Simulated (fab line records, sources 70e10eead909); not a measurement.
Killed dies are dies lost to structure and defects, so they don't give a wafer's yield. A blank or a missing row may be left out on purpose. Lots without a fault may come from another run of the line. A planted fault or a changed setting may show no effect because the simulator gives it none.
fab line records | flow nand_harc
record lots=24 wafers=72 last_day=34
route steps=1302 shown A_STAIRCASE@667
lots that met no fault: from a run of the same line without faults
start_h: hours from the record's first day to the start of the lot's first wafer shown | wait_h: hours since the lot's step before | " the same as in the row above | L1.1+2: a row that stands for several wafers | - no value, or no start given | * or withheld: withheld | < > ~ a bound
route shown NAME@n: a module of which the file shows steps, and the number in the route of the first | usual: mean/standard deviation of fault-free wafers | same: alike in all rows | chamber/n: place in a boat | sites: the reading at each site | _std_site: their standard deviation | _edge_site: outer sites' mean less inner sites' | radius_mm: how far each site lies from the wafer's centre | mask NAME#n: copy n | behind: the tool/chamber that last shaped the wafer | hold: why the lot was held/for how many hours/how that ended | device: the transistor (n, p or np) that didn't switch | end of line: the same wafers' tests at the end of the route | a step without rows: its recipe alone | killed: dies lost to structure and defects at the first sort, not the wafer's yield | map: a wafer's dies, x killed, . not, _ none there
set.NAME: the setting as run; set.NAME@STEP: as run at that earlier step | model.NAME: the simulator's own value behind a step, which no gauge read
steps of the route over a sample of lots; a table a step, a row a wafer
services: from which hour (start_h, from the record's first day; less than 0 if before it) a tool's chamber was out of use, for how many hours, and why
## steps
# step NHARC_A_STAIRCASE_DESCUM_11
# recipe time_s=3 o2_flow_sccm=200 ar_flow_sccm=0 bias_power_w=0 chemistry=O2
# usual drypump_motor_current_A=6.17/0.25 oes_product_au=1.000/0.0087 rf_vpp_V=57.9/0.95 showerhead_plenum_p_Torr=1.93/0.1 throttle_valve_pct=11.311/0.009
# columns lot.wafer tool chamber start_h wait_h drypump_motor_current_A oes_product_au rf_hours_counter_h rf_vpp_V showerhead_plenum_p_Torr throttle_valve_pct
L074.2 rie_diel-05 3 341.13 - 6.39 0.993 35 58.0 1.77 11.306
L074.5 " 2 " " 6.09 0.986 - 58.5 1.83 11.317
L074.6 " 3 " " 6.39 1.012 - 58.4 1.77 11.297
L075.2 rie_diel-09 1 359.29 - 5.56 1.000 10 58.5 2.03 11.327
L075.6 " 2 " " 6.29 1.003 - 58.0 1.83 11.309
L075.5 " 3 " " 5.97 1.019 - 58.0 2.00 11.322
L076.1 rie_diel-09 2 382.36 - 6.26 0.997 17 58.4 1.82 11.330
L076.2 " 3 " " 5.98 1.008 19 58.6 1.99 11.320
L076.6 " 2 " " 6.29 1.002 - 57.5 1.82 11.309
L077.1 rie_diel-08 1 388.06 - 5.92 1.009 1 59.4 2.05 11.323
L077.3 " 2 " " 6.33 1.014 1 56.4 2.08 11.310
L077.5 " 1 " " 5.91 1.012 - 58.3 2.06 11.309
L078.4 rie_diel-09 0 388.41 - 6.43 1.008 19 57.0 1.81 11.319
L078.3 " 2 " " 6.29 1.006 19 57.6 1.82 11.303
L078.2 " 3 " " 6.00 1.015 20 59.3 1.99 11.296
L079.3 rie_diel-09 3 405.72 - 5.98 1.006 26 58.7 1.99 11.307
L079.2 " 0 " " 6.37 0.998 24 56.8 1.81 11.333
L079.4 " 2 " " 6.27 0.994 26 58.7 1.82 11.310
L080.3 rie_diel-08 3 411.44 - 6.29 0.999 10 57.1 1.84 11.318
L080.6 " 3 " " 6.31 0.995 - 56.1 1.84 11.319
L080.5 " 0 " " 6.41 1.004 - 58.5 1.93 11.326
L081.4 rie_diel-09 2 417.13 - 6.29 1.001 30 57.4 1.82 11.308
L081.5 " 3 " " 5.99 1.000 - 58.0 1.99 11.292
L081.6 " 0 " " 6.41 1.007 - 57.9 1.81 11.309
L082.1 rie_diel-08 0 440.16 - 6.39 0.991 19 54.7 1.93 11.327
L082.4 " 1 " " 5.91 1.012 20 57.8 2.05 11.312
L082.2 " 2 " " 6.35 1.004 19 58.9 2.07 11.312
L083.3 rie_diel-05 3 447.34 - 6.40 0.994 11 58.3 2.07 11.318
L083.2 " 0 " " 5.80 1.006 12 57.1 1.87 11.297
L083.6 " 3 " " 6.40 0.991 - 58.2 2.07 11.319
L085.3 rie_diel-05 3 462.17 - 6.37 0.989 16 59.1 2.07 11.291
L085.1 " 2 " " 6.13 0.996 16 57.3 1.82 11.327
L085.6 " 2 " " 6.14 1.008 - 56.8 1.82 11.309
L084.4 rie_diel-09 1 462.52 - 5.54 0.993 39 58.1 2.02 11.304
L084.2 " 3 " " 5.98 1.012 43 57.4 1.99 11.302
L084.5 " 1 " " 5.55 0.997 - 59.8 2.02 11.310
L086.2 rie_diel-05 2 462.68 - 6.11 1.000 16 58.0 1.82 11.314
L086.4 " 2 " " 6.14 1.002 - 56.9 1.82 11.318
L086.5 " 3 " " 6.40 0.992 - 58.5 2.07 11.310
L087.1 rie_diel-08 3 492.19 - 6.27 0.995 31 57.2 1.83 11.321
L087.3 " 2 " " 6.34 0.999 35 57.9 2.06 11.306
L087.4 " 2 " " 6.30 0.992 - 57.3 2.06 11.323
L088.1 rie_diel-08 0 493.28 - 6.42 0.994 40 58.5 1.92 11.292
L088.6 " 3 " " 6.28 0.994 - 58.7 1.83 11.312
L088.5 " 0 " " 6.42 1.001 - 58.4 1.92 11.319
L090.1 rie_diel-08 2 504.98 - 6.31 0.993 42 59.1 2.06 11.314
L090.4 " 0 " " 6.41 1.008 46 58.0 1.92 11.314
L090.6 " 2 " " 6.29 0.984 - 58.1 2.06 11.315
L089.1 rie_diel-08 0 505.23 - 6.42 1.001 46 57.5 1.92 11.306
L089.4 " 2 " " 6.31 1.003 42 56.8 2.06 11.314
L089.5 " 1 " " 5.93 1.009 - 57.6 2.04 11.312
L092.4 rie_diel-05 1 525.18 - 6.07 0.994 39 57.6 1.85 11.311
L092.2 " 2 " " 6.15 1.001 39 56.6 1.82 11.322
L092.5 " 3 " " 6.39 0.986 - 58.7 2.06 11.329
L091.3 rie_diel-05 2 525.48 - 6.11 0.988 39 56.4 1.82 11.311
L091.2 " 3 " " 6.38 0.993 41 57.4 2.06 11.302
L091.6 " 0 " " 5.83 1.004 - 56.7 1.87 11.301
L093.4 rie_diel-05 0 542.52 - 5.85 1.015 36 59.5 1.87 11.313
L093.5 " 3 " " 6.39 0.997 - 58.6 2.06 11.310
L093.6 " 0 " " 5.83 1.011 - 58.0 1.87 11.307
L094.1 rie_diel-08 3 559.94 - 6.27 0.992 0 56.3 1.83 11.303
L094.4 " 2 " " 6.32 0.992 0 58.4 2.06 11.321
L094.6 " 0 " " 6.39 0.984 - 58.2 1.91 11.304
L095.3 rie_diel-08 2 568.59 - 6.31 1.007 3 58.2 2.06 11.316
L095.1 " 3 " " 6.28 1.005 3 56.5 1.82 11.321
L095.6 " 3 " " 6.27 1.003 - 58.4 1.82 11.319
L096.1 rie_diel-08 0 572.89 - 6.41 1.000 4 56.7 1.91 11.300
L096.4 " 1 " " 5.91 1.014 3 58.1 2.04 11.314
L096.6 " 1 " " 5.94 1.014 - 58.2 2.04 11.310
L097.2 rie_diel-05 2 601.18 - 6.12 0.980 1 58.6 1.81 11.297
L097.3 " 1 " " 6.08 1.014 1 57.2 1.84 11.315
L097.5 " 2 " " 6.13 0.976 - 57.4 1.81 11.316
# step NHARC_A_STAIRCASE_ETCH_17
# recipe target_depth_a=1000 time_s=40.5 ion_energy_ev=400 c4f8_flow_sccm=20 o2_flow_sccm=10 ar_flow_sccm=withheld rf_w=600 bias_w=1000 chemistry=C4F8/O2
# usual oes_product_au=0.941/0.011 rf_vpp_V=897/6.3
# columns lot.wafer tool chamber start_h wait_h oes_product_au rf_hours_counter_h rf_vpp_V
L074.2 rie_diel-05 1 - - 0.939 33 894
L074.6 " 3 " " 0.949 - 887
L074.5 " 0 " " 0.956 - 894
L075.2 rie_diel-09 2 - - 0.946 11 891
L075.5 " 1 " " 0.929 - 903
L075.6 " 2 " " 0.944 - 890
L076.2 rie_diel-09 1 - - 0.941 17 903
L076.1 " 3 " " 0.949 19 900
L076.6 " 1 " " 0.941 - 902
L077.1 rie_diel-08 0 - - 0.934 2 897
L077.3 " 1 " " 0.940 1 907
L077.5 " 0 " " 0.936 - 898
L078.4 rie_diel-09 0 - - 0.959 19 889
L078.3 " 1 " " 0.933 18 903
L078.2 " 2 " " 0.946 19 889
L079.4 rie_diel-09 0 - - 0.961 24 889
L079.2 " 2 " " 0.946 26 890
L079.3 " 3 " " 0.961 26 900
L080.3 rie_diel-08 1 - - 0.934 11 904
L080.5 " 2 " " 0.920 - 905
L080.6 " 0 " " 0.931 - 896
L081.4 rie_diel-09 0 - - 0.952 28 889
L081.5 " 3 " " 0.949 - 900
L081.6 " 0 " " 0.951 - 891
L082.1 rie_diel-08 1 - - 0.952 21 904
L082.2 " 2 " " 0.947 19 906
L082.4 " 3 " " 0.942 16 890
L083.2 rie_diel-05 3 - - 0.933 12 906
L083.3 " 1 " " 0.946 12 893
L083.6 " 0 " " 0.952 - 894
L085.1 rie_diel-05 1 - - 0.928 16 893
L085.3 " 2 " " 0.930 16 891
L085.6 " 3 " " 0.927 - 907
L084.2 rie_diel-09 3 - - 0.961 43 901
L084.4 " 0 " " 0.937 41 890
L084.5 " 0 " " 0.935 - 889
L086.2 rie_diel-05 1 - - 0.941 16 893
L086.5 " 3 " " 0.937 - 905
L086.4 " 1 " " 0.939 - 891
L087.1 rie_diel-08 2 - - 0.928 36 905
L087.3 " 3 " " 0.940 32 891
L087.4 " 2 " " 0.930 - 905
L088.1 rie_diel-08 3 - - 0.926 33 892
L088.5 " 0 " " 0.938 - 897
L088.6 " 2 " " 0.936 - 905
L090.4 rie_diel-08 1 - - 0.945 41 904
L090.1 " 3 " " 0.946 38 890
L090.6 " 1 " " 0.947 - 904
L089.4 rie_diel-08 3 - - 0.938 38 891
L089.1 " 2 " " 0.930 42 905
L089.5 " 3 " " 0.933 - 889
L092.4 rie_diel-05 2 - - 0.943 40 890
L092.2 " 3 " " 0.928 41 905
L092.5 " 1 " " 0.945 - 891
L091.3 rie_diel-05 0 - - 0.948 31 894
L091.2 " 3 " " 0.927 41 905
L091.6 " 0 " " 0.939 - 892
L093.4 rie_diel-05 2 - - 0.926 47 891
L093.5 " 0 " " 0.927 - 893
L093.6 " 1 " " 0.922 - 891
L094.1 rie_diel-08 2 - - 0.957 0 905
L094.4 " 3 " " 0.960 0 890
L094.6 " 2 " " 0.947 - 906
L095.3 rie_diel-08 1 - - 0.956 3 904
L095.1 " 0 " " 0.947 4 897
L095.6 " 1 " " 0.958 - 903
L096.1 rie_diel-08 1 - - 0.941 4 904
L096.4 " 3 " " 0.943 5 890
L096.6 " 2 " " 0.943 - 905
L097.2 rie_diel-05 2 - - 0.922 5 890
L097.3 " 1 " " 0.946 4 891
L097.5 " 2 " " 0.923 - 888
# step NHARC_A_STAIRCASE_TRIM_18
# recipe time_s=211.2 o2_flow_sccm=500 ar_flow_sccm=0 bias_w=0 chemistry=O2
# usual drypump_motor_current_A=6.19/0.24 oes_product_au=0.999/0.0091 rf_vpp_V=57.8/0.89 showerhead_plenum_p_Torr=3.55/0.17 throttle_valve_pct=17.036/0.0088
# columns lot.wafer tool chamber start_h wait_h drypump_motor_current_A oes_product_au rf_hours_counter_h rf_vpp_V showerhead_plenum_p_Torr throttle_valve_pct
L074.2 rie_diel-05 3 - - 6.39 1.012 36 58.0 3.29 17.033
L074.6 " 2 " " 6.12 0.989 - 58.3 3.39 17.030
L074.5 " 3 " " 6.39 0.998 - 54.9 3.29 17.041
L075.2 rie_diel-09 0 - - 6.44 0.984 11 58.4 3.36 17.029
L075.5 " 3 " " 6.01 1.015 - 58.1 3.67 17.032
L075.6 " 0 " " 6.40 0.996 - 57.0 3.36 17.022
L076.2 rie_diel-09 2 - - 6.29 0.997 18 56.4 3.37 17.043
L076.1 " 0 " " 6.38 1.004 18 56.6 3.35 17.040
L076.6 " 3 " " 5.99 1.013 - 58.6 3.66 17.040
L077.3 rie_diel-08 0 - - 6.43 0.998 2 59.2 3.56 17.028
L077.1 " 1 " " 5.93 1.016 1 57.6 3.77 17.030
L077.5 " 0 " " 6.41 0.992 - 58.5 3.56 17.043
L078.4 rie_diel-09 0 - - 6.40 0.988 19 56.4 3.35 17.044
L078.2 " 1 " " 5.55 0.989 18 58.8 3.73 17.022
L078.3 " 2 " " 6.28 1.005 19 57.4 3.37 17.036
L079.4 rie_diel-09 0 - - 6.45 1.007 24 57.8 3.35 17.051
L079.3 " 2 " " 6.31 1.006 26 57.0 3.37 17.041
L079.2 " 3 " " 6.01 1.017 26 56.9 3.66 17.030
L080.3 rie_diel-08 2 - - 6.33 1.005 10 58.2 3.80 17.032
L080.5 " 1 " " 5.94 1.003 - 59.6 3.76 17.036
L080.6 " 2 " " 6.34 0.991 - 57.3 3.80 17.036
L081.4 rie_diel-09 3 - - 6.01 1.002 29 58.0 3.66 17.049
L081.5 " 0 " " 6.42 1.007 - 56.2 3.35 17.036
L081.6 " 1 " " 5.57 0.986 - 58.3 3.72 17.044
L082.1 rie_diel-08 1 - - 5.93 1.000 21 58.2 3.76 17.046
L082.4 " 2 " " 6.34 0.990 19 58.6 3.80 17.032
L082.2 " 3 " " 6.32 0.978 16 58.3 3.39 17.024
L083.2 rie_diel-05 0 - - 5.81 1.007 13 56.4 3.46 17.032
L083.3 " 1 " " 6.10 1.004 12 56.7 3.43 17.047
L083.6 " 3 " " 6.43 0.987 - 59.8 3.80 17.047
L085.3 rie_diel-05 1 - - 6.07 0.997 16 56.7 3.43 17.037
L085.1 " 3 " " 6.41 0.985 16 59.8 3.80 17.044
L085.6 " 3 " " 6.40 0.988 - 57.9 3.80 17.030
L084.4 rie_diel-09 3 - - 5.98 1.010 43 60.0 3.65 17.026
L084.2 " 1 " " 5.55 0.996 39 58.2 3.72 17.049
L084.5 " 0 " " 6.43 0.998 - 57.2 3.34 17.040
L086.2 rie_diel-05 3 - - 6.40 0.981 17 58.4 3.80 17.033
L086.5 " 2 " " 6.12 1.003 - 57.3 3.37 17.043
L086.4 " 1 " " 6.09 0.993 - 57.5 3.43 17.047
L087.3 rie_diel-08 3 - - 6.31 0.988 32 57.1 3.39 17.043
L087.1 " 0 " " 6.45 0.999 41 57.4 3.54 17.018
L087.4 " 0 " " 6.42 1.005 - 58.4 3.54 17.045
L088.1 rie_diel-08 0 - - 6.45 1.002 42 58.1 3.54 17.026
L088.5 " 2 " " 6.33 0.999 - 59.6 3.79 17.031
L088.6 " 0 " " 6.45 1.007 - 57.6 3.54 17.033
L090.1 rie_diel-08 2 - - 6.33 0.993 42 57.3 3.78 17.026
L090.4 " 1 " " 5.94 1.008 41 58.8 3.75 17.038
L090.6 " 3 " " 6.29 0.997 - 57.8 3.38 17.028
L089.1 rie_diel-08 2 - - 6.34 0.988 42 57.8 3.78 17.024
L089.4 " 3 " " 6.29 0.997 38 58.1 3.38 17.038
L089.5 " 3 " " 6.27 0.991 - 56.8 3.38 17.028
L092.2 rie_diel-05 1 - - 6.08 0.990 40 56.0 3.42 17.036
L092.4 " 0 " " 5.86 1.003 31 57.1 3.45 17.041
L092.5 " 2 " " 6.16 0.995 - 56.4 3.36 17.043
L091.3 rie_diel-05 3 - - 6.39 0.995 41 57.7 3.78 17.030
L091.2 " 0 " " 5.83 1.020 31 57.3 3.45 17.059
L091.6 " 3 " " 6.39 1.000 - 56.3 3.78 17.043
L093.4 rie_diel-05 1 - - 6.07 0.994 47 57.3 3.41 17.040
L093.6 " 2 " " 6.10 1.002 - 56.7 3.36 17.043
L093.5 " 3 " " 6.41 0.988 - 58.6 3.78 17.037
L094.1 rie_diel-08 1 - - 5.96 1.013 1 59.7 3.74 17.038
L094.4 " 2 " " 6.32 1.008 1 57.9 3.78 17.025
L094.6 " 3 " " 6.30 1.021 - 57.8 3.38 17.047
L095.1 rie_diel-08 2 - - 6.33 1.006 3 58.5 3.78 17.046
L095.3 " 3 " " 6.29 0.998 4 56.6 3.37 17.043
L095.6 " 0 " " 6.45 0.991 - 57.2 3.53 17.033
L096.4 rie_diel-08 1 - - 5.93 1.024 4 58.2 3.74 17.041
L096.1 " 3 " " 6.32 1.012 5 57.8 3.37 17.040
L096.6 " 0 " " 6.39 1.004 - 58.0 3.53 17.037
L097.3 rie_diel-05 1 - - 6.08 1.017 4 58.4 3.41 17.019
L097.2 " 2 " " 6.12 0.980 6 56.1 3.35 17.037
L097.5 " 0 " " 5.84 1.000 - 57.1 3.44 17.030
# step NHARC_A_STAIRCASE_ETCH_19
# recipe target_depth_a=1000 time_s=40.5 ion_energy_ev=400 c4f8_flow_sccm=20 o2_flow_sccm=10 ar_flow_sccm=withheld rf_w=600 bias_w=1000 chemistry=C4F8/O2
# usual oes_product_au=0.943/0.011 rf_vpp_V=897/6.4
# columns lot.wafer tool chamber start_h wait_h oes_product_au rf_hours_counter_h rf_vpp_V
L074.2 rie_diel-05 3 - - 0.939 36 887
L074.5 " 1 " " 0.952 - 890
L074.6 " 2 " " 0.936 - 890
L075.2 rie_diel-09 3 - - 0.958 12 901
L075.5 " 0 " " 0.947 - 891
L075.6 " 1 " " 0.948 - 903
L076.2 rie_diel-09 1 - - 0.951 17 903
L076.1 " 2 " " 0.948 18 890
L076.6 " 1 " " 0.956 - 903
L077.3 rie_diel-08 1 - - 0.964 2 907
L077.1 " 2 " " 0.965 1 907
L077.5 " 1 " " 0.951 - 905
L078.3 rie_diel-09 0 - - 0.949 20 889
L078.2 " 1 " " 0.946 18 902
L078.4 " 2 " " 0.950 19 890
L079.4 rie_diel-09 1 - - 0.942 25 903
L079.3 " 2 " " 0.946 26 888
L079.2 " 3 " " 0.950 26 901
L080.3 rie_diel-08 2 - - 0.927 10 906
L080.6 " 0 " " 0.932 - 897
L080.5 " 1 " " 0.942 - 903
L081.4 rie_diel-09 1 - - 0.930 29 903
L081.6 " 2 " " 0.946 - 890
L081.5 " 3 " " 0.957 - 899
L082.2 rie_diel-08 1 - - 0.937 21 905
L082.1 " 2 " " 0.931 19 905
L082.4 " 3 " " 0.935 16 890
L083.2 rie_diel-05 3 - - 0.942 12 905
L083.3 " 1 " " 0.936 12 894
L083.6 " 2 " " 0.928 - 890
L085.3 rie_diel-05 2 - - 0.929 17 890
L085.1 " 1 " " 0.929 16 893
L085.6 " 3 " " 0.915 - 906
L084.4 rie_diel-09 1 - - 0.939 39 903
L084.2 " 0 " " 0.942 41 889
L084.5 " 1 " " 0.941 - 902
L086.2 rie_diel-05 3 - - 0.932 17 906
L086.4 " 3 " " 0.938 - 905
L086.5 " 1 " " 0.933 - 893
L087.3 rie_diel-08 2 - - 0.926 37 906
L087.1 " 3 " " 0.933 33 892
L087.4 " 3 " " 0.934 - 890
L088.1 rie_diel-08 0 - - 0.937 42 895
L088.5 " 3 " " 0.931 - 891
L088.6 " 0 " " 0.943 - 897
L090.4 rie_diel-08 1 - - 0.952 41 904
L090.1 " 3 " " 0.929 38 891
L090.6 " 1 " " 0.947 - 903
L089.4 rie_diel-08 0 - - 0.962 46 896
L089.1 " 1 " " 0.961 41 905
L089.5 " 3 " " 0.946 - 890
L092.4 rie_diel-05 0 - - 0.941 31 895
L092.2 " 2 " " 0.935 40 890
L092.5 " 0 " " 0.945 - 895
L091.3 rie_diel-05 3 - - 0.942 41 906
L091.2 " 2 " " 0.953 40 890
L091.6 " 3 " " 0.941 - 904
L093.4 rie_diel-05 2 - - 0.934 48 890
L093.6 " 0 " " 0.963 - 893
L093.5 " 1 " " 0.944 - 891
L094.4 rie_diel-08 1 - - 0.963 1 903
L094.1 " 2 " " 0.954 1 905
L094.6 " 2 " " 0.956 - 904
L095.1 rie_diel-08 1 - - 0.948 3 904
L095.3 " 2 " " 0.959 3 904
L095.6 " 0 " " 0.942 - 896
L096.1 rie_diel-08 0 - - 0.936 5 898
L096.4 " 1 " " 0.966 4 903
L096.6 " 0 " " 0.945 - 894
L097.2 rie_diel-05 2 - - 0.929 6 889
L097.3 " 0 " " 0.923 4 891
L097.5 " 2 " " 0.934 - 890
# step NHARC_A_STAIRCASE_ETCH_25
# recipe target_depth_a=1000 time_s=40.5 ion_energy_ev=400 c4f8_flow_sccm=20 o2_flow_sccm=10 ar_flow_sccm=withheld rf_w=600 bias_w=1000 chemistry=C4F8/O2
# usual oes_product_au=0.944/0.012 rf_vpp_V=896/6.4
# columns lot.wafer tool chamber start_h wait_h oes_product_au rf_hours_counter_h rf_vpp_V
L074.2 rie_diel-05 1 - - 0.926 34 892
L074.5 " 3 " " 0.925 - 887
L074.6 " 0 " " 0.951 - 895
L075.2 rie_diel-05 0 - - 0.948 44 894
L075.6 " 0 " " 0.940 - 895
L075.5 " 1 " " 0.923 - 893
L076.2 rie_diel-05 1 - - 0.941 44 892
L076.1 " 2 " " 0.941 42 890
L076.6 " 0 " " 0.964 - 894
L077.3 rie_diel-08 3 - - 0.937 2 892
L077.1 " 0 " " 0.939 2 897
L077.5 " 2 " " 0.955 - 907
L078.4 rie_diel-09 0 - - 0.947 20 889
L078.2 " 1 " " 0.949 19 903
L078.3 " 3 " " 0.943 21 901
L079.3 rie_diel-09 0 - - 0.937 25 890
L079.4 " 1 " " 0.928 25 903
L079.2 " 2 " " 0.935 27 890
L080.3 rie_diel-09 1 - - 0.944 28 903
L080.5 " 2 " " 0.951 - 890
L080.6 " 3 " " 0.969 - 901
L081.4 rie_diel-05 1 - - 0.933 3 893
L081.5 " 2 " " 0.937 - 891
L081.6 " 3 " " 0.929 - 905
L082.1 rie_diel-09 3 - - 0.953 37 900
L082.4 " 0 " " 0.947 36 891
L082.2 " 1 " " 0.941 34 902
L083.3 rie_diel-09 1 - - 0.944 36 904
L083.2 " 0 " " 0.937 38 890
L083.6 " 2 " " 0.952 - 890
L085.3 rie_diel-09 0 - - 0.940 42 890
L085.1 " 1 " " 0.945 40 902
L085.6 " 0 " " 0.932 - 890
L084.2 rie_diel-05 2 - - 0.926 17 891
L084.5 " 2 " " 0.942 - 891
L084.4 " 3 " " 0.926 - 905
L086.2 rie_diel-05 3 - - 0.928 18 905
L086.4 " 1 " " 0.915 - 891
L086.5 " 3 " " 0.927 - 905
L087.4 rie_diel-05 2 - - 0.930 29 891
L087.3 " 3 " " 0.944 29 904
L087.1 " 0 " " 0.946 17 893
L088.1 rie_diel-08 0 - - 0.939 42 896
L088.6 " 2 " " 0.927 - 905
L088.5 " 3 " " 0.940 - 890
L090.1 rie_diel-05 3 - - 0.945 33 904
L090.4 " 1 " " 0.928 31 892
L090.6 " 2 " " 0.955 - 891
L089.4 rie_diel-08 3 - - 0.938 38 890
L089.1 " 0 " " 0.957 47 895
L089.5 " 3 " " 0.948 - 891
L092.4 rie_diel-09 2 - - 0.943 7 888
L092.2 " 3 " " 0.946 7 899
L092.5 " 0 " " 0.945 - 890
L091.3 rie_diel-08 3 - - 0.947 44 890
L091.2 " 0 " " 0.956 52 898
L091.6 " 3 " " 0.940 - 890
L093.4 rie_diel-09 1 - - 0.951 11 902
L093.5 " 1 " " 0.952 - 902
L093.6 " 2 " " 0.962 - 889
L094.4 rie_diel-08 2 - - 0.947 1 904
L094.1 " 1 " " 0.941 1 904
L094.6 " 2 " " 0.946 - 905
L095.3 rie_diel-05 3 - - 0.942 56 904
L095.1 " 0 " " 0.951 45 894
L095.6 " 0 " " 0.946 - 893
L096.4 rie_diel-05 0 - - 0.950 47 894
L096.1 " 1 " " 0.951 53 892
L096.6 " 0 " " 0.955 - 893
L097.2 rie_diel-09 0 - - 0.958 29 887
L097.3 " 1 " " 0.952 31 902
L097.5 " 0 " " 0.959 - 888
# step NHARC_A_STAIRCASE_TRIM_191
# recipe time_s=211.2 o2_flow_sccm=500 ar_flow_sccm=0 bias_w=0 chemistry=O2
# usual drypump_motor_current_A=6.14/0.26 oes_product_au=1.000/0.0084 rf_vpp_V=57.8/1.1 showerhead_plenum_p_Torr=3.52/0.17 throttle_valve_pct=17.037/0.0088
# columns lot.wafer tool chamber start_h wait_h drypump_motor_current_A oes_product_au rf_hours_counter_h rf_vpp_V showerhead_plenum_p_Torr throttle_valve_pct
L074.2 rie_diel-09 2 - - 6.30 0.986 7 56.4 3.38 17.014
L074.6 " 3 " " 6.00 1.005 - 58.4 3.67 17.041
L074.5 " 0 " " 6.43 1.000 - 56.6 3.36 17.042
L075.2 rie_diel-05 3 - - 6.40 1.011 43 58.2 3.28 17.037
L075.5 " 1 " " 6.06 0.994 - 59.4 3.45 17.036
L075.6 " 2 " " 6.12 0.994 - 57.4 3.39 17.035
L076.2 rie_diel-08 1 - - 5.93 1.007 1 61.1 3.77 17.054
L076.1 " 0 " " 6.43 1.000 1 58.5 3.56 17.044
L076.6 " 1 " " 5.94 1.010 - 58.2 3.77 17.037
L077.3 rie_diel-05 1 - - 6.08 0.996 46 57.8 3.44 17.032
L077.1 " 3 " " 6.41 0.995 48 57.8 3.28 17.041
L077.5 " 1 " " 6.08 1.001 - 57.0 3.44 17.040
L078.4 rie_diel-05 0 - - 5.85 1.015 51 56.7 3.47 17.035
L078.2 " 1 " " 6.09 0.990 47 57.2 3.44 17.048
L078.3 " 2 " " 6.12 0.996 45 57.2 3.39 17.037
L079.3 rie_diel-09 1 - - 5.55 0.996 26 58.4 3.73 17.035
L079.4 " 2 " " 6.27 1.003 27 55.7 3.37 17.041
L079.2 " 3 " " 6.01 1.009 27 58.0 3.66 17.043
L080.3 rie_diel-05 1 - - 6.09 1.011 0 57.6 3.44 17.038
L080.6 " 1 " " 6.11 1.010 - 59.4 3.44 17.044
L080.5 " 2 " " 6.15 0.998 - 58.9 3.38 17.022
L081.4 rie_diel-09 1 - - 5.55 0.984 31 56.9 3.72 17.041
L081.5 " 3 " " 6.01 0.999 - 59.0 3.66 17.038
L081.6 " 0 " " 6.48 1.004 - 57.1 3.35 17.040
L082.4 rie_diel-09 3 - - 5.99 1.011 37 59.1 3.65 17.039
L082.2 " 0 " " 6.42 0.987 36 57.2 3.35 17.041
L082.1 " 1 " " 5.56 0.995 34 58.3 3.72 17.037
L083.2 rie_diel-08 3 - - 6.28 0.984 17 58.7 3.39 17.032
L083.3 " 0 " " 6.44 0.996 22 58.1 3.55 17.034
L083.6 " 2 " " 6.34 0.996 - 58.7 3.80 17.016
L085.3 rie_diel-09 2 - - 6.27 0.991 43 56.6 3.36 17.042
L085.1 " 3 " " 6.00 1.001 46 56.5 3.65 17.013
L085.6 " 1 " " 5.56 1.001 - 58.0 3.72 17.041
L084.4 rie_diel-09 2 - - 6.29 1.008 44 56.9 3.36 17.049
L084.2 " 3 " " 6.00 1.009 46 58.2 3.65 17.038
L084.5 " 2 " " 6.30 1.000 - 57.6 3.36 17.049
L086.4 rie_diel-09 1 - - 5.54 0.987 43 59.0 3.72 17.017
L086.2 " 3 " " 6.02 1.002 48 56.7 3.65 17.038
L086.5 " 1 " " 5.57 1.001 - 57.1 3.72 17.043
L087.1 rie_diel-05 1 - - 6.08 0.993 28 56.2 3.42 17.051
L087.3 " 3 " " 6.40 0.982 29 60.3 3.79 17.019
L087.4 " 0 " " 5.84 1.007 17 57.5 3.46 17.023
L088.1 rie_diel-05 1 - - 6.09 0.980 28 57.7 3.42 17.047
L088.6 " 2 " " 6.11 0.996 - 56.4 3.37 17.048
L088.5 " 3 " " 6.41 0.992 - 57.1 3.79 17.022
L090.4 rie_diel-09 0 - - 6.46 1.010 0 55.3 3.33 17.042
L090.1 " 1 " " 5.56 1.002 0 58.7 3.71 17.030
L090.6 " 0 " " 6.43 1.004 - 57.5 3.33 17.045
L089.1 rie_diel-08 2 - - 6.33 0.993 43 57.2 3.78 17.050
L089.4 " 1 " " 5.94 1.006 42 58.9 3.75 17.035
L089.5 " 2 " " 6.33 1.005 - 59.4 3.78 17.048
L092.2 rie_diel-05 2 - - 6.12 0.988 41 57.8 3.36 17.038
L092.4 " 0 " " 5.85 1.004 32 57.3 3.45 17.042
L092.5 " 1 " " 6.06 0.989 - 57.9 3.42 17.039
L091.2 rie_diel-09 3 - - 6.00 1.004 9 56.5 3.64 17.040
L091.3 " 2 " " 6.30 0.991 9 58.4 3.35 17.037
L091.6 " 3 " " 6.01 1.002 - 58.8 3.64 17.037
L093.4 rie_diel-05 3 - - 6.41 0.989 48 58.6 3.78 17.033
L093.5 " 3 " " 6.42 0.994 - 59.0 3.78 17.042
L093.6 " 0 " " 5.83 1.004 - 56.7 3.45 17.033
L094.4 rie_diel-08 3 - - 6.30 1.015 2 57.8 3.38 17.033
L094.1 " 0 " " 6.44 0.995 2 58.4 3.53 17.039
L094.6 " 0 " " 6.46 1.004 - 57.0 3.53 17.025
L095.1 rie_diel-08 0 - - 6.43 0.995 4 57.7 3.53 17.040
L095.3 " 1 " " 5.94 1.007 3 57.3 3.74 17.046
L095.6 " 1 " " 5.94 1.010 - 58.4 3.74 17.051
L096.4 rie_diel-08 3 - - 6.30 1.007 5 59.2 3.37 17.042
L096.1 " 1 " " 5.95 1.008 5 58.0 3.74 17.036
L096.6 " 3 " " 6.31 1.014 - 56.9 3.37 17.053
L097.2 rie_diel-05 0 - - 5.82 1.002 6 55.4 3.44 17.044
L097.3 " 2 " " 6.14 0.993 7 56.7 3.35 17.046
L097.5 " 0 " " 5.84 0.999 - 56.4 3.44 17.047
## services
# columns tool chamber start_h hours kind
rie_diel-09 - 321.03 9.0 pm
rie_diel-08 0 327.03 - clean
rie_diel-08 1 327.03 - clean
rie_diel-08 2 327.03 - clean
rie_diel-08 3 327.03 - clean
rie_diel-05 0 336.82 - clean
rie_diel-05 1 336.82 - clean
rie_diel-05 2 336.82 - clean
rie_diel-05 3 336.82 - clean
rie_diel-05 1 344.18 2.7 repair
rie_diel-08 0 351.71 - clean
rie_diel-08 1 351.71 - clean
rie_diel-08 2 351.71 - clean
rie_diel-08 - 370.21 9.0 pm
rie_diel-05 - 406.94 9.0 pm
rie_diel-08 3 412.08 4.3 repair
rie_diel-05 1 427.45 4.4 repair
rie_diel-05 0 450.35 27.5 repair
rie_diel-08 1 488.52 14.4 repair
rie_diel-09 - 498.03 9.0 pm
rie_diel-09 1 527.53 4.6 repair
rie_diel-08 - 547.21 9.0 pm
rie_diel-05 - 583.94 9.0 pm
rie_diel-08 3 608.46 5.6 repair
## key
fault none
